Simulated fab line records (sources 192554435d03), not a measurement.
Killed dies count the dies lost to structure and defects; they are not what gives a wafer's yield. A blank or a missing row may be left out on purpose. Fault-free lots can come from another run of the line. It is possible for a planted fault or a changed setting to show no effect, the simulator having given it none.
Shared-tool check -- flow n5 finfet -- Lots sampled 10, wafers sampled 30

## WHAT PROMPTED THE OPENING
N5_BEOL_M10_OVL_MEAS_29, reading V9_OVL: flagged on 2 of 10 lots. Fault-free wafers read 0.0 nm, with a standard deviation of 0.68.
Rule: a lot is flagged in two cases, either no wafer of it has a number, or all its wafers with numbers fall more than 4 standard deviations from that mean. As for the other lots, they are considered sound.

lot,measured,on,"V9_OVL (nm), wafer by wafer",flag
L913,day 9 20:31,overlay-01,0.0 -0.1 -0.7,
L914,day 10 11:30,overlay-02,0.2 0.3 -0.1,
L922,day 12 05:25,overlay-01,-0.1 0.0 0.6,
L924,day 13 02:59,overlay-01,0.3 0.0 -0.1,
L923,day 13 06:20,overlay-01,-0.2 0.0 -0.6,
L925,day 13 06:29,overlay-01,-1.1 -0.8 -0.2,
L926,day 14 08:16,overlay-01,-1.2 -1.1 -0.8,
L933,day 16 03:35,overlay-02,8.4 7.2 7.3,FLAGGED
L934,day 16 10:53,overlay-02,-1.2 0.4 -1.0,
L935,day 16 23:05,overlay-01,6.7 7.6 6.6,FLAGGED
On average the flagged lots' numbers are 7.3 nm, which is +7.3 nm against the usual, or +11 standard deviations.

## WHICH TOOL EACH LOT WENT THROUGH
The record holds 2 process steps before the reading, out of a route of 1938 steps. In each cell: the tool, then ch and the chambers that the sampled wafers went through, then the start.
lot,flag,N5_BEOL_M10_STRIP_67,N5_BEOL_M10_EXPOSE_25
L913,,"rie diel-04 ch 2,3, day 9 17:43","arfi scanner-01 ch 0, day 9 20:21"
L914,,"rie diel-06 ch 1,2,3, day 10 08:53","arfi scanner-01 ch 0, day 10 11:20"
L922,,"rie diel-06 ch 0,1,2, day 12 03:11","arfi scanner-03 ch 0, day 12 05:15"
L924,,"rie diel-06 ch 0,3, day 13 02:19","arfi scanner-03 ch 0, day 13 02:50"
L923,,"rie diel-05 ch 1,3, day 13 05:28","arfi scanner-02 ch 0, day 13 06:10"
L925,,"rie diel-05 ch 0,1,3, day 13 05:43","arfi scanner-03 ch 0, day 13 06:20"
L926,,"rie diel-04 ch 1,3, day 14 06:46","arfi scanner-02 ch 0, day 14 08:07"
L933,FLAGGED,"rie diel-04 ch 0,3, day 16 02:23","arfi scanner-03 ch 0, day 16 03:26"
L934,,"rie diel-05 ch 2,3, day 16 08:50","arfi scanner-01 ch 0, day 16 10:43"
L935,FLAGGED,"rie diel-05 ch 0,1, day 16 21:45","arfi scanner-03 ch 0, day 16 22:52"
What is done by these steps:
- N5_BEOL_M10_STRIP_67: strips in CF4.
- N5_BEOL_M10_EXPOSE_25: exposes mask V9.
- N5_BEOL_M10_OVL_MEAS_29

## FLAGGED OVER TOTAL, TOOL BY TOOL (the gauges that took the reading come last)
step,tool,lots run,flagged,share of the flagged lots,sound lots run after its first flagged lot
N5_BEOL_M10_STRIP_67,rie diel-04,3,1,some,0
N5_BEOL_M10_STRIP_67,rie diel-05,4,1,some,0
N5_BEOL_M10_STRIP_67,rie diel-06,3,0,none,-
N5_BEOL_M10_EXPOSE_25,arfi scanner-01,3,0,none,-
N5_BEOL_M10_EXPOSE_25,arfi scanner-02,2,0,none,-
N5_BEOL_M10_EXPOSE_25,arfi scanner-03,5,2,all,0
N5_BEOL_M10_OVL_MEAS_29,overlay-01,7,1,some,0
N5_BEOL_M10_OVL_MEAS_29,overlay-02,3,1,some,1 (L934)

## WHAT THE TABLE ALLOWS
All flagged lots share 1 row of the table, namely arfi scanner-03 at N5_BEOL_M10_EXPOSE_25.
- arfi scanner-03 at N5_BEOL_M10_EXPOSE_25: 2 of its 5 lots flagged. It ran its last sound lot, L925, at day 13 06:20 and its first flagged lot, L933, at day 16 03:26: a fault with its onset between the two fits.
One tool is left: arfi scanner-03 at N5_BEOL_M10_EXPOSE_25.

## WHAT THE SIMULATOR PUT IN
Scanner matching overlay: arfi scanner-03, from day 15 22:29 on, at N5_BEOL_M10_EXPOSE_25. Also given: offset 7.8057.
Shown lots that were struck: L933, L935. The rule above found the same.
